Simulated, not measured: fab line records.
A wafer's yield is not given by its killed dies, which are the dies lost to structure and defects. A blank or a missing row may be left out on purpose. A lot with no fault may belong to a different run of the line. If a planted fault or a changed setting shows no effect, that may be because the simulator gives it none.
Split-lot study | flow n5Finfet | route with 1938 steps; 7 lots, 39 wafers read

== ON THE SPLIT ==
At N5_BEOL_M4_DESCUM_16 (chemistry O2, time 7 s), the setting timeS was moved away from the recipe's 7 s on 12 of the 39 wafers read, by -20.8% to +38.7%. The other wafers ran this setting at the recipe's value.

The file shows no step between the split and the reading.

== THE READING ==
CAR-EUV_of_BEOL_M4_COAT_05.thkNm (the simulator's own value, which no gauge read), in nm, at N5_BEOL_M4_ETCH_74 (etches underlayer in N2/H2, target depth 6.5 nm, time 5.2 s). There is no usual value for it anywhere in the file. Average 20.4 nm, standard deviation 0.15 nm, over the 27 wafers here run with the recipe.

wafer  | tool, chamber at the split | timeS as run, s | against the recipe | CAR-EUV_of_BEOL_M4_COAT_05.thkNm, nm | against lot-mates on the recipe
L074.1 | rieDiel-04, 2              | 7               | recipe             | 20.4                                 | -
L074.2 | rieDiel-04, 1,0            | 7               | recipe             | 20.4                                 | -
L074.6 | rieDiel-04, 1,0            | 7               | recipe             | 20.4                                 | -
L074.3 | rieDiel-04, 0              | 8.912           | +27.3%             | 19.6                                 | -0.8
L074.4 | rieDiel-04, 3              | 8.912           | +27.3%             | 19.2                                 | -1.2
L074.5 | rieDiel-04, 3              | 8.912           | +27.3%             | 19.2                                 | -1.2
L077.1 | rieDiel-06, 2,3            | 7               | recipe             | 20.4                                 | -
L077.2 | rieDiel-06, 0              | 7               | recipe             | 20.2                                 | -
L077.3 | rieDiel-06, 2,3            | 7               | recipe             | 20.2                                 | -
L077.4 | rieDiel-06, 2,3            | 5.547           | -20.8%             | 21                                   | +0.7
L077.5 | rieDiel-06, 2,3            | 5.547           | -20.8%             | 21                                   | +0.7
L077.6 | rieDiel-06, 0              | 5.547           | -20.8%             | 21                                   | +0.7
L079.1 | rieDiel-06, 3,2,1,0        | 7               | recipe             | 20.2                                 | -
L079.2 | rieDiel-06, 3,2,1,0        | 7               | recipe             | 20.4                                 | -
L079.3 | rieDiel-06, 3,2,1,0        | 7               | recipe             | 20.4                                 | -
L079.4 | rieDiel-06, 0,1            | 7               | recipe             | 20.4                                 | -
L079.5 | rieDiel-06, 0,1            | 7               | recipe             | 20.4                                 | -
L079.6 | rieDiel-06, 3,2,1,0        | 7               | recipe             | 20.4                                 | -
L081.1 | rieDiel-05, 3,2,3          | 7               | recipe             | 20.4                                 | -
L081.2 | rieDiel-05, 3,2,3          | 7               | recipe             | 20.6                                 | -
L081.4 | rieDiel-05, 3,2,3          | 7               | recipe             | 20.6                                 | -
L082.1 | rieDiel-06, 1,3,1          | 9.711           | +38.7%             | 19.2                                 | -1.3
L082.2 | rieDiel-06, 0,2,2          | 7               | recipe             | 20.4                                 | -
L082.3 | rieDiel-06, 0,2,2          | 7               | recipe             | 20.4                                 | -
L082.4 | rieDiel-06, 1,3,1          | 9.711           | +38.7%             | 19                                   | -1.5
L082.5 | rieDiel-06, 1,3,1          | 9.711           | +38.7%             | 19                                   | -1.5
L082.6 | rieDiel-06, 0,2,2          | 7               | recipe             | 20.6                                 | -
L092.1 | rieDiel-04, 2,3,1,0,3,0    | 7               | recipe             | 20.4                                 | -
L092.4 | rieDiel-04, 2,3,1,0,3,0    | 7               | recipe             | 20.4                                 | -
L092.6 | rieDiel-04, 2,3,1,0,3,0    | 7               | recipe             | 20.4                                 | -
L092.2 | rieDiel-04, 2,3,1,0,3,0    | 7               | recipe             | 20                                   | -
L092.5 | rieDiel-04, 2,3,1,0,3,0    | 7               | recipe             | 20                                   | -
L092.3 | rieDiel-04, 2,3,1,0,3,0    | 7               | recipe             | 20.2                                 | -
L096.1 | rieDiel-06, 1              | 8.188           | +17.0%             | 19.8                                 | -0.6
L096.4 | rieDiel-06, 2,1            | 8.188           | +17.0%             | 19.8                                 | -0.6
L096.5 | rieDiel-06, 2,1            | 8.188           | +17.0%             | 19.8                                 | -0.6
L096.2 | rieDiel-06, 3,2            | 7               | recipe             | 20.4                                 | -
L096.3 | rieDiel-06, 3,2            | 7               | recipe             | 20.6                                 | -
L096.6 | rieDiel-06, 3              | 7               | recipe             | 20.2                                 | -
The file does not say which wafer passed through which chamber wherever a row lists several chambers: such a row stands for several wafers.

FIT RESULTS
A straight line over all 39 wafers: CAR-EUV_of_BEOL_M4_COAT_05.thkNm changes by -0.0339 nm for each +1% of timeS; r = -0.96; the points scatter about the line by 0.15 nm.
The same after taking each lot's own level away (the mean of its wafers on the recipe; 39 wafers): -0.0366 nm for each +1%; r = -0.98; scatter 0.12 nm.
Per that fit: largest timeS move, reading shift of 1.4 nm.
The span of the lots' own levels, 20.23 to 20.53 nm, comes to 1.9 times the standard deviation stated above.
Consequently the slope shifts little with the lot-to-lot level, the two slopes agreeing.
Check: with one of the wafers moved furthest among these (+38.7%) left out of the fit, the line predicts -1.45 nm for it against its lot-mates. It came out at -1.27 nm against them.

== OTHER SPLITS ON THESE WAFERS ==
Note: prior to the reading, these wafers also went through further splits. Each is held against what the fit with the lots' levels taken away leaves over:
other split on the same wafers | wafers away from the commonest value | r with CAR-EUV_of_BEOL_M4_COAT_05.thkNm (lot level and that fit taken away)
N5_BEOL_M1_ILD_DEP_00 timeS    | 15                                   | +0.24

== THE WHOLE CHAIN: every reading that the file lists as answering this split, in the file's order ==
step                 | what it does                                                | reading                                                                           | change (the file's fit)                | r (the file's)
N5_BEOL_M4_DESCUM_16 | chemistry O2, time 7 s                                      | CAR-EUV_of_BEOL_M4_COAT_05.thkNm (the simulator's own value, which no gauge read) | -0.0365 nm for each +1% of the setting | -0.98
N5_BEOL_M4_ETCH_74   | etches underlayer in N2/H2, target depth 6.5 nm, time 5.2 s | CAR-EUV_of_BEOL_M4_COAT_05.thkNm (the simulator's own value, which no gauge read) | -0.0367 nm for each +1% of the setting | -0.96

== THE FILE'S OWN FIT ==
CAR-EUV_of_BEOL_M4_COAT_05.thkNm changes by -0.0367 nm for each +1% of timeS, r = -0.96.
